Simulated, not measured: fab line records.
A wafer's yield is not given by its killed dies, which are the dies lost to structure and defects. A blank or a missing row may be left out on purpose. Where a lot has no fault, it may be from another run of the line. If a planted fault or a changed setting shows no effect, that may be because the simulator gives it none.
Matching of chambers | flow n5_finfet | 4 sister chambers for N5_DUMMY_GATE_CMP_04 on cmp-02
The step polishes a-Si. 4 wafers are shown with their chamber, then 8 later ones without.

## EACH WAFER AND ITS CHAMBER
wafer  | chamber | motor_current_A (A)
L081.2 | 1       | 9.5
L087.2 | 0       | 10.2
L087.4 | 3       | 9.7
L090.1 | 2       | 7.8

## WAFERS WITHOUT THEIR CHAMBER
wafer  | motor_current_A (A)
L090.2 | 10.4
L090.6 | 7.6
L093.1 | 9.5
L093.5 | 9.6
L093.6 | 10.4
L097.1 | 9.4
L097.4 | 8.8
L097.5 | 9.8

## EACH ONE'S CHAMBER
wafer  | from the rows above          | in truth
L090.2 | can't be placed: 0 or 3      | 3
L090.6 | 2                            | 2
L093.1 | can't be placed: 1 or 3      | 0
L093.5 | can't be placed: 1 or 3 or 0 | 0
L093.6 | can't be placed: 0 or 3      | 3
L097.1 | can't be placed: 1 or 3      | 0
L097.4 | can't be placed: 1 or 3 or 2 | 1
L097.5 | can't be placed: 3 or 1 or 0 | 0
Correctly placed: 1 of 8. Cannot be placed on the basis of these rows: 7; the candidates contain the true chamber in 5. Wrongly placed: 0.
How it was worked out, from the rows above alone: a wafer's distance from a chamber is the root of the sum, over the readings, of the square of ((its reading less the chamber's mean) divided by the reading's scatter). The wafer belongs to the nearest chamber; if the next one is less than 2 further off, it can't be placed. For every chamber, the mean is computed from those of its wafers that are shown. The scatter: root of mean squared gap, hidden wafer to nearest shown wafer, with one shown wafer a chamber.
